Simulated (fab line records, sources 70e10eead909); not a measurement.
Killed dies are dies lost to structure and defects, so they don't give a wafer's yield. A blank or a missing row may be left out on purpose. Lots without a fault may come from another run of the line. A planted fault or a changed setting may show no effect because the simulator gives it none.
Which tool did it? | flow nand_harc | 24 lots, 72 wafers sampled, at 6 steps of a route of 1302

WHAT THE GAUGES READ, wafer by wafer
The record holds no reading of a measuring or inspecting step that can be judged against a usual standard deviation.

WHICH TOOL RAN EACH LOT (tool, then ch and the chambers of the sampled wafers, then the start)
lot  | NHARC_A_STAIRCASE_TRIM_200                    | NHARC_A_STAIRCASE_ETCH_271         | NHARC_A_STAIRCASE_ETCH_452                    | NHARC_A_STAIRCASE_DEP_417       | NHARC_A_STAIRCASE_CMP_152     | NHARC_A_STAIRCASE_STRIP_475
L074 | rie_diel-08 ch 0,1, day 16 05:00 or earlier   | rie_diel-08 ch 2,3, day 16 05:00   | rie_diel-04 ch 0,1, day 17 02:16 or earlier   | pecvd-03 ch 0,1,2, day 17 02:16 | cmp-03 ch 0,3, day 19 02:42   | rie_diel-04 ch 2,3, no start
L075 | rie_diel-13 ch 0,1,3, day 17 07:23 or earlier | rie_diel-13 ch 0,3, day 17 07:23   | rie_diel-04 ch 0,2,3, day 17 22:35 or earlier | pecvd-02 ch 1,2, day 17 22:35   | cmp-01 ch 0,1,3, day 19 22:23 | rie_diel-04 ch 0,1,2, no start
L076 | rie_diel-04 ch 0,3, day 17 07:33 or earlier   | rie_diel-08 ch 0,2,3, day 17 07:33 | rie_diel-13 ch 0,1,3, day 18 01:48 or earlier | pecvd-04 ch 0,1, day 18 01:48   | cmp-03 ch 0,2, day 19 22:50   | rie_diel-08 ch 0,1,3, no start
L077 | rie_diel-04 ch 0,1,3, day 17 22:26 or earlier | rie_diel-13 ch 0,1,2, day 17 22:26 | rie_diel-04 ch 0,1,3, day 18 13:31 or earlier | pecvd-04 ch 1,2, day 18 13:31   | cmp-03 ch 0,3, day 20 09:41   | rie_diel-08 ch 0,1, no start
L078 | rie_diel-08 ch 0,1,3, day 18 00:00 or earlier | rie_diel-04 ch 0,1,2, day 18 00:00 | rie_diel-08 ch 0,1,3, day 18 14:54 or earlier | pecvd-03 ch 0,1,2, day 18 14:54 | cmp-04 ch 0,1,3, day 20 09:52 | rie_diel-04 ch 0,1,2, no start
L079 | rie_diel-04 ch 0,1, day 18 07:48 or earlier   | rie_diel-13 ch 1,2,3, day 18 07:48 | rie_diel-08 ch 0,2,3, day 18 23:41 or earlier | pecvd-02 ch 0,1, day 18 23:41   | cmp-01 ch 1,3, day 20 20:55   | rie_diel-04 ch 1,2,3, no start
L080 | rie_diel-04 ch 0,2,3, day 18 21:44 or earlier | rie_diel-04 ch 1,2, day 18 21:44   | rie_diel-04 ch 0,3, day 19 17:49 or earlier   | pecvd-03 ch 0,1, day 19 17:49   | cmp-03 ch 0,2,3, day 21 14:41 | rie_diel-13 ch 0,3, no start
L081 | rie_diel-08 ch 0,1, day 19 14:32 or earlier   | rie_diel-08 ch 0,1,2, day 19 14:32 | rie_diel-04 ch 2,3, day 20 07:13 or earlier   | pecvd-03 ch 0,1,2, day 20 07:13 | cmp-03 ch 0,1, day 22 00:35   | rie_diel-13 ch 2,3, day 22 01:46
L082 | rie_diel-04 ch 2,3, day 19 19:34 or earlier   | rie_diel-13 ch 0,3, day 19 19:34   | rie_diel-04 ch 0,2, day 20 11:09 or earlier   | pecvd-02 ch 0,2, day 20 11:09   | cmp-01 ch 0,1,3, day 22 01:25 | rie_diel-04 ch 2,3, no start
L083 | rie_diel-13 ch 1,2,3, day 20 21:25 or earlier | rie_diel-08 ch 0,1,3, day 20 21:25 | rie_diel-13 ch 0,2,3, day 21 19:32 or earlier | pecvd-03 ch 0,2, day 21 19:32   | cmp-03 ch 0,2,3, day 23 15:09 | rie_diel-04 ch 0,1,3, no start
L086 | rie_diel-04 ch 1,2, day 21 03:11 or earlier   | rie_diel-08 ch 0,1,3, day 21 03:11 | rie_diel-04 ch 0,3, day 22 03:05 or earlier   | pecvd-03 ch 1,2, day 22 03:05   | cmp-04 ch 1,2,3, day 23 22:08 | rie_diel-04 ch 0,3, no start
L084 | rie_diel-08 ch 0,1,3, day 21 06:43 or earlier | rie_diel-08 ch 0,3, day 21 06:43   | rie_diel-13 ch 0,1,2, day 22 03:31 or earlier | pecvd-04 ch 0,1,2, day 22 03:31 | cmp-04 ch 2,3, day 24 01:04   | rie_diel-13 ch 0,3, no start
L085 | rie_diel-04 ch 0,1, day 21 08:40 or earlier   | rie_diel-13 ch 0,1,3, day 21 08:40 | rie_diel-04 ch 0,1, day 22 05:43 or earlier   | pecvd-04 ch 0,1, day 22 05:43   | cmp-01 ch 1,3, day 23 22:16   | rie_diel-13 ch 0,2,3, no start
L087 | rie_diel-08 ch 0,2,3, day 22 07:27 or earlier | rie_diel-08 ch 0,2,3, day 22 07:27 | rie_diel-04 ch 0,2, day 23 04:09 or earlier   | pecvd-03 ch 1,2, day 23 04:09   | cmp-04 ch 0,1,2, day 25 01:13 | rie_diel-13 ch 0,2,3, no start
L088 | rie_diel-04 ch 0,1,3, day 22 09:47 or earlier | rie_diel-13 ch 0,1,2, day 22 09:47 | rie_diel-08 ch 0,2,3, day 23 06:29 or earlier | pecvd-04 ch 0,1,2, day 23 06:29 | cmp-03 ch 0,2, day 25 01:20   | rie_diel-04 ch 0,1,2, no start
L089 | rie_diel-13 ch 0,2, day 22 22:18 or earlier   | rie_diel-04 ch 0,2, day 22 22:18   | rie_diel-13 ch 0,1, day 23 16:07 or earlier   | pecvd-04 ch 0,1, day 23 16:07   | cmp-04 ch 0,3, day 25 11:00   | rie_diel-04 ch 0,1,2, no start
L090 | rie_diel-04 ch 1,2, day 23 06:33 or earlier   | rie_diel-08 ch 1,2,3, day 23 06:33 | rie_diel-13 ch 0,2, day 24 00:35 or earlier   | pecvd-04 ch 1,2, day 24 00:35   | cmp-01 ch 0,2, day 25 17:39   | rie_diel-04 ch 0,3, no start
L091 | rie_diel-08 ch 0,2,3, day 23 05:58 or earlier | rie_diel-13 ch 1,2,3, day 23 05:58 | rie_diel-13 ch 1,2,3, day 24 00:23 or earlier | pecvd-02 ch 1,2, day 24 00:23   | cmp-04 ch 1,2,3, day 25 17:31 | rie_diel-13 ch 1,2, day 25 18:44
L092 | rie_diel-04 ch 0,3, day 24 17:21 or earlier   | rie_diel-13 ch 1,2,3, day 24 17:21 | rie_diel-04 ch 1,2,3, day 25 08:43 or earlier | pecvd-04 ch 0,1,2, day 25 08:43 | cmp-03 ch 0,3, day 27 05:56   | rie_diel-08 ch 0,1,2, no start
L093 | rie_diel-08 ch 0,1,2, day 24 19:07 or earlier | rie_diel-08 ch 2,3, day 24 19:07   | rie_diel-08 ch 0,1,2, day 25 11:38 or earlier | pecvd-04 ch 0,1, day 25 11:38   | cmp-04 ch 0,1,3, day 27 05:40 | rie_diel-04 ch 0,3, no start
L094 | rie_diel-08 ch 0,3, day 24 21:15 or earlier   | rie_diel-08 ch 0,2, day 24 21:15   | rie_diel-08 ch 1,2, day 25 13:24 or earlier   | pecvd-03 ch 1,2, day 25 13:24   | cmp-01 ch 0,1, day 27 05:32   | rie_diel-08 ch 0,1,3, no start
L095 | rie_diel-08 ch 1,2,3, day 25 06:02 or earlier | rie_diel-13 ch 0,1,2, day 25 06:02 | rie_diel-13 ch 0,2,3, day 25 21:39 or earlier | pecvd-03 ch 0,1,2, day 25 21:39 | cmp-01 ch 0,1,2, day 27 17:18 | rie_diel-08 ch 1,2,3, no start
L096 | rie_diel-13 ch 1,3, day 25 13:37 or earlier   | rie_diel-13 ch 0,1,2, day 25 13:37 | rie_diel-08 ch 1,2,3, day 26 06:50 or earlier | pecvd-03 ch 0,1,2, day 26 06:50 | cmp-01 ch 0,1, day 28 00:46   | rie_diel-08 ch 0,1, no start
L097 | rie_diel-04 ch 1,3, day 26 02:30 or earlier   | rie_diel-13 ch 1,2,3, day 26 02:30 | rie_diel-08 ch 1,2, day 26 22:35 or earlier   | pecvd-04 ch 0,1,2, day 26 22:35 | cmp-04 ch 0,2,3, day 28 16:05 | rie_diel-08 ch 0,2,3, no start
- NHARC_A_STAIRCASE_TRIM_200: chemistry O2, time 211.2 s.
- NHARC_A_STAIRCASE_ETCH_271: etches the open film in CF4/CHF3.
- NHARC_A_STAIRCASE_ETCH_452: etches the open film in CF4/O2, target depth 30 nm, overetch 3 nm, time 16.5 s.
- NHARC_A_STAIRCASE_DEP_417: deposits Si3N4, target thk 60 nm.
- NHARC_A_STAIRCASE_CMP_152: polishes.
- NHARC_A_STAIRCASE_STRIP_475: strips in O2, time 20 s.

WHAT THE TOOLS THEMSELVES READ (means of the sampled wafers that have a number; where no wafer has one, the mark that the record gives instead)
NHARC_A_STAIRCASE_TRIM_200. Usual: drypump_motor_current_A 5.7 A, standard deviation 0.48; oes_product_au 1.000 a.u., standard deviation 0.011; rf_vpp_V 58.0 V, standard deviation 0.93; showerhead_plenum_p_Torr 3.56 Torr, standard deviation 0.14; throttle_valve_pct 17.036 %, standard deviation 0.0088.
lot  | tool        | drypump_motor_current_A (A) | oes_product_au (a.u.) | rf_vpp_V (V) | showerhead_plenum_p_Torr (Torr) | throttle_valve_pct (%) | flag
L074 | rie_diel-08 | 5.7                         | 1.006                 | 57.5         | 3.55                            | 17.033                 |
L075 | rie_diel-13 | 6.0                         | 0.996                 | 58.0         | 3.51                            | 17.039                 |
L076 | rie_diel-04 | 6.2                         | 0.993                 | 57.5         | 3.58                            | 17.028                 |
L077 | rie_diel-04 | 5.8                         | 0.987                 | 58.2         | 3.60                            | 17.041                 |
L078 | rie_diel-08 | 5.7                         | 0.999                 | 57.3         | 3.49                            | 17.034                 |
L079 | rie_diel-04 | 5.7                         | 0.995                 | 59.0         | 3.66                            | 17.033                 |
L080 | rie_diel-04 | 6.2                         | 1.002                 | 58.4         | 3.62                            | 17.036                 |
L081 | rie_diel-08 | 5.7                         | 1.005                 | 57.8         | 3.54                            | 17.038                 |
L082 | rie_diel-04 | 6.1                         | 1.014                 | 58.1         | 3.68                            | 17.031                 |
L083 | rie_diel-13 | 6.0                         | 1.001                 | 58.5         | 3.54                            | 17.046                 |
L086 | rie_diel-04 | 5.2                         | 0.998                 | 58.8         | 3.72                            | 17.041                 |
L084 | rie_diel-08 | 5.6                         | 1.006                 | 57.7         | 3.47                            | 17.033                 |
L085 | rie_diel-04 | 5.7                         | 0.985                 | 57.6         | 3.65                            | 17.035                 |
L087 | rie_diel-08 | 5.5                         | 1.002                 | 57.8         | 3.48                            | 17.036                 |
L088 | rie_diel-04 | 5.8                         | 0.992                 | 57.9         | 3.58                            | 17.039                 |
L089 | rie_diel-13 | 5.9                         | 1.007                 | 58.1         | 3.48                            | 17.035                 |
L090 | rie_diel-04 | 5.2                         | 0.999                 | 58.4         | 3.72                            | 17.050                 |
L091 | rie_diel-08 | 5.5                         | 0.999                 | 57.3         | 3.47                            | 17.033                 |
L092 | rie_diel-04 | 6.2                         | 0.992                 | 58.3         | 3.55                            | 17.022                 |
L093 | rie_diel-08 | 5.6                         | 0.999                 | 57.4         | 3.51                            | 17.033                 |
L094 | rie_diel-08 | 5.5                         | 1.022                 | 56.9         | 3.43                            | 17.034                 |
L095 | rie_diel-08 | 5.6                         | 1.002                 | 58.5         | 3.45                            | 17.037                 |
L096 | rie_diel-13 | 6.2                         | 0.994                 | 57.9         | 3.45                            | 17.027                 |
L097 | rie_diel-04 | 5.9                         | 0.998                 | 57.1         | 3.49                            | 17.037                 |

NHARC_A_STAIRCASE_ETCH_271. Usual: drypump_motor_current_A 5.8 A, standard deviation 0.41; oes_product_au 0.952 a.u., standard deviation 0.024; rf_vpp_V 370.3 V, standard deviation 2.4; showerhead_plenum_p_Torr 1.56 Torr, standard deviation 0.067; throttle_valve_pct 16.802 %, standard deviation 0.009.
lot  | tool        | drypump_motor_current_A (A) | oes_product_au (a.u.) | rf_vpp_V (V) | showerhead_plenum_p_Torr (Torr) | throttle_valve_pct (%) | flag
L074 | rie_diel-08 | 5.5                         | 0.937                 | 369.5        | 1.54                            | 16.793                 |
L075 | rie_diel-13 | 6.1                         | 0.956                 | 368.8        | 1.51                            | 16.785                 |
L076 | rie_diel-08 | 5.5                         | 0.978                 | 369.9        | 1.56                            | 16.796                 |
L077 | rie_diel-13 | 5.8                         | 0.923                 | 371.1        | 1.60                            | 16.805                 |
L078 | rie_diel-04 | 5.6                         | 0.967                 | 372.3        | 1.66                            | 16.802                 |
L079 | rie_diel-13 | 6.0                         | 0.964                 | 371.4        | 1.58                            | 16.798                 |
L080 | rie_diel-04 | 5.2                         | 0.964                 | 374.5        | 1.67                            | 16.805                 |
L081 | rie_diel-08 | 5.6                         | 0.978                 | 370.4        | 1.57                            | 16.801                 |
L082 | rie_diel-13 | 6.4                         | 0.924                 | 367.9        | 1.49                            | 16.793                 |
L083 | rie_diel-08 | 5.6                         | 0.922                 | 370.5        | 1.55                            | 16.806                 |
L086 | rie_diel-08 | 5.6                         | 0.927                 | 369.2        | 1.55                            | 16.817                 |
L084 | rie_diel-08 | 5.6                         | 0.927                 | 369.9        | 1.56                            | 16.809                 |
L085 | rie_diel-13 | 6.0                         | 0.958                 | 369.3        | 1.56                            | 16.798                 |
L087 | rie_diel-08 | 5.5                         | 0.928                 | 369.9        | 1.55                            | 16.792                 |
L088 | rie_diel-13 | 5.8                         | 0.921                 | 371.5        | 1.59                            | 16.796                 |
L089 | rie_diel-04 | 6.0                         | 0.985                 | 373.2        | 1.67                            | 16.796                 |
L090 | rie_diel-08 | 5.6                         | 0.962                 | 369.3        | 1.54                            | 16.806                 |
L091 | rie_diel-13 | 6.0                         | 0.974                 | 371.3        | 1.58                            | 16.807                 |
L092 | rie_diel-13 | 6.0                         | 0.969                 | 370.5        | 1.57                            | 16.805                 |
L093 | rie_diel-08 | 5.5                         | 0.975                 | 368.7        | 1.52                            | 16.801                 |
L094 | rie_diel-08 | 5.5                         | 0.963                 | 371.0        | 1.57                            | 16.811                 |
L095 | rie_diel-13 | 5.8                         | 0.959                 | 371.2        | 1.59                            | 16.805                 |
L096 | rie_diel-13 | 5.8                         | 0.950                 | 370.0        | 1.59                            | 16.803                 |
L097 | rie_diel-13 | 6.0                         | 0.924                 | 371.1        | 1.57                            | 16.802                 |

NHARC_A_STAIRCASE_ETCH_452. Usual: drypump_motor_current_A 5.8 A, standard deviation 0.47; oes_product_au 1.001 a.u., standard deviation 0.011; rf_vpp_V 197.9 V, standard deviation 1.3; showerhead_plenum_p_Torr 1.34 Torr, standard deviation 0.059; throttle_valve_pct 13.397 %, standard deviation 0.0082.
lot  | tool        | drypump_motor_current_A (A) | oes_product_au (a.u.) | rf_vpp_V (V) | showerhead_plenum_p_Torr (Torr) | throttle_valve_pct (%) | flag
L074 | rie_diel-04 | 5.7                         | 0.997                 | 198.7        | 1.39                            | 13.403                 |
L075 | rie_diel-04 | 6.2                         | 1.007                 | 197.6        | 1.37                            | 13.396                 |
L076 | rie_diel-13 | 6.0                         | 0.990                 | 197.8        | 1.33                            | 13.406                 |
L077 | rie_diel-04 | 5.8                         | 0.993                 | 198.3        | 1.36                            | 13.399                 |
L078 | rie_diel-08 | 5.6                         | 1.002                 | 198.3        | 1.32                            | 13.393                 |
L079 | rie_diel-08 | 5.5                         | 1.000                 | 197.7        | 1.32                            | 13.397                 |
L080 | rie_diel-04 | 6.3                         | 0.998                 | 197.7        | 1.33                            | 13.394                 |
L081 | rie_diel-04 | 6.2                         | 1.012                 | 198.0        | 1.34                            | 13.403                 |
L082 | rie_diel-04 | 6.1                         | 0.999                 | 198.2        | 1.40                            | 13.395                 |
L083 | rie_diel-13 | 6.1                         | 1.008                 | 196.4        | 1.29                            | 13.395                 |
L086 | rie_diel-04 | 6.3                         | 0.998                 | 196.9        | 1.32                            | 13.394                 |
L084 | rie_diel-13 | 5.8                         | 1.005                 | 198.0        | 1.35                            | 13.397                 |
L085 | rie_diel-04 | 5.7                         | 0.986                 | 198.3        | 1.38                            | 13.396                 |
L087 | rie_diel-04 | 6.0                         | 1.007                 | 199.5        | 1.42                            | 13.395                 |
L088 | rie_diel-08 | 5.5                         | 1.002                 | 198.2        | 1.31                            | 13.393                 |
L089 | rie_diel-13 | 5.6                         | 0.995                 | 198.9        | 1.38                            | 13.392                 |
L090 | rie_diel-13 | 5.9                         | 1.006                 | 196.8        | 1.30                            | 13.397                 |
L091 | rie_diel-13 | 6.0                         | 1.000                 | 197.7        | 1.33                            | 13.406                 |
L092 | rie_diel-04 | 5.7                         | 0.999                 | 198.5        | 1.37                            | 13.399                 |
L093 | rie_diel-08 | 5.6                         | 1.008                 | 197.2        | 1.33                            | 13.396                 |
L094 | rie_diel-08 | 5.7                         | 0.997                 | 197.4        | 1.32                            | 13.393                 |
L095 | rie_diel-13 | 6.1                         | 1.002                 | 196.8        | 1.28                            | 13.394                 |
L096 | rie_diel-08 | 5.6                         | 1.005                 | 197.3        | 1.30                            | 13.390                 |
L097 | rie_diel-08 | 5.6                         | 1.006                 | 197.4        | 1.32                            | 13.391                 |

NHARC_A_STAIRCASE_DEP_417. Usual: heater_power_w 649 W, standard deviation 72; showerhead_vpp_V 1336 V, standard deviation 59.
lot  | tool     | heater_power_w (W) | showerhead_vpp_V (V) | flag
L074 | pecvd-03 | 636                | 1367                 |
L075 | pecvd-02 | 693                | 1291                 |
L076 | pecvd-04 | 552                | 1368                 |
L077 | pecvd-04 | 603                | 1315                 |
L078 | pecvd-03 | 644                | 1353                 |
L079 | pecvd-02 | 732                | 1263                 |
L080 | pecvd-03 | 610                | 1389                 |
L081 | pecvd-03 | 639                | 1357                 |
L082 | pecvd-02 | 762                | 1320                 |
L083 | pecvd-03 | 593                | 1406                 |
L086 | pecvd-03 | 687                | 1321                 |
L084 | pecvd-04 | 632                | 1320                 |
L085 | pecvd-04 | 641                | 1349                 |
L087 | pecvd-03 | 681                | 1309                 |
L088 | pecvd-04 | 598                | 1330                 |
L089 | pecvd-04 | 556                | 1371                 |
L090 | pecvd-04 | 631                | 1347                 |
L091 | pecvd-02 | 634                | 1292                 |
L092 | pecvd-04 | 662                | 1331                 |
L093 | pecvd-04 | 658                | 1369                 |
L094 | pecvd-03 | 655                | 1333                 |
L095 | pecvd-03 | 629                | 1355                 |
L096 | pecvd-03 | 624                | 1364                 |
L097 | pecvd-04 | 662                | 1320                 |

NHARC_A_STAIRCASE_CMP_152. Usual: motor_current_A 11.9 A, standard deviation 1.5.
lot  | tool   | motor_current_A (A) | flag
L074 | cmp-03 | 10.9                |
L075 | cmp-01 | 12.6                |
L076 | cmp-03 | 10.9                |
L077 | cmp-03 | 11.2                |
L078 | cmp-04 | 12.4                |
L079 | cmp-01 | 13.8                |
L080 | cmp-03 | 11.1                |
L081 | cmp-03 | 13.2                |
L082 | cmp-01 | 12.1                |
L083 | cmp-03 | 11.1                |
L086 | cmp-04 | 11.5                |
L084 | cmp-04 | 10.9                |
L085 | cmp-01 | 14.2                |
L087 | cmp-04 | 11.2                |
L088 | cmp-03 | 11.7                |
L089 | cmp-04 | 12.5                |
L090 | cmp-01 | 11.4                |
L091 | cmp-04 | 11.2                |
L092 | cmp-03 | 10.9                |
L093 | cmp-04 | 12.1                |
L094 | cmp-01 | 12.3                |
L095 | cmp-01 | 12.3                |
L096 | cmp-01 | 13.6                |
L097 | cmp-04 | 11.4                |

NHARC_A_STAIRCASE_STRIP_475. Usual: drypump_motor_current_A 5.8 A, standard deviation 0.48; oes_product_au 1.001 a.u., standard deviation 0.013; rf_vpp_V 57.9 V, standard deviation 0.9; showerhead_plenum_p_Torr 3.54 Torr, standard deviation 0.15; throttle_valve_pct 17.036 %, standard deviation 0.0099.
lot  | tool        | drypump_motor_current_A (A) | oes_product_au (a.u.) | rf_vpp_V (V) | showerhead_plenum_p_Torr (Torr) | throttle_valve_pct (%) | flag
L074 | rie_diel-04 | 6.3                         | 1.011                 | 58.0         | 3.55                            | 17.036                 |
L075 | rie_diel-04 | 5.6                         | 0.999                 | 58.8         | 3.71                            | 17.034                 |
L076 | rie_diel-08 | 5.7                         | 1.010                 | 57.7         | 3.48                            | 17.041                 |
L077 | rie_diel-08 | 5.8                         | 1.007                 | 58.2         | 3.51                            | 17.023                 |
L078 | rie_diel-04 | 5.6                         | 1.001                 | 58.7         | 3.71                            | 17.048                 |
L079 | rie_diel-04 | 5.8                         | 0.997                 | 58.3         | 3.63                            | 17.034                 |
L080 | rie_diel-13 | 6.1                         | 0.995                 | 57.2         | 3.37                            | 17.038                 |
L081 | rie_diel-13 | 6.1                         | 1.010                 | 57.0         | 3.45                            | 17.038                 |
L082 | rie_diel-04 | 6.3                         | 1.009                 | 57.8         | 3.54                            | 17.038                 |
L083 | rie_diel-04 | 5.8                         | 0.991                 | 57.6         | 3.57                            | 17.035                 |
L086 | rie_diel-04 | 6.2                         | 0.984                 | 58.1         | 3.55                            | 17.039                 |
L084 | rie_diel-13 | 6.2                         | 1.014                 | 56.6         | 3.36                            | 17.038                 |
L085 | rie_diel-13 | 6.1                         | 1.011                 | 57.7         | 3.40                            | 17.030                 |
L087 | rie_diel-13 | 6.1                         | 0.998                 | 58.0         | 3.40                            | 17.033                 |
L088 | rie_diel-04 | 5.6                         | 1.002                 | 57.8         | 3.69                            | 17.028                 |
L089 | rie_diel-04 | 5.6                         | 0.999                 | 59.1         | 3.68                            | 17.037                 |
L090 | rie_diel-04 | 6.3                         | 0.986                 | 58.4         | 3.47                            | 17.034                 |
L091 | rie_diel-13 | 5.8                         | 1.012                 | 57.7         | 3.59                            | 17.026                 |
L092 | rie_diel-08 | 5.7                         | 0.999                 | 58.1         | 3.49                            | 17.047                 |
L093 | rie_diel-04 | 6.3                         | 0.992                 | 59.1         | 3.46                            | 17.030                 |
L094 | rie_diel-08 | 5.7                         | 1.007                 | 58.2         | 3.44                            | 17.032                 |
L095 | rie_diel-08 | 5.6                         | 1.003                 | 57.3         | 3.43                            | 17.030                 |
L096 | rie_diel-08 | 5.8                         | 0.998                 | 57.3         | 3.47                            | 17.030                 |
L097 | rie_diel-08 | 5.5                         | 1.005                 | 57.9         | 3.45                            | 17.036                 |

THE ANSWER, worked out from the rows above alone
Rule: a lot is off if the mean of its wafers that have a number lies more than 3 standard deviations from the usual mean. A lot without any number at a reading at which 4 lots or more have one is off too. The other lots that the step has rows for count as sound. The gauges are gone through in route order, then the tools' own readings, and for those a lot's mean is taken as printed above. The first step at which some lot is off is used, and at that step the reading that is off furthest; a lot without a number counts as furthest.
No lot is off at any reading shown: from this, nothing can be told.

WHAT THE SIMULATOR HAD PUT IN
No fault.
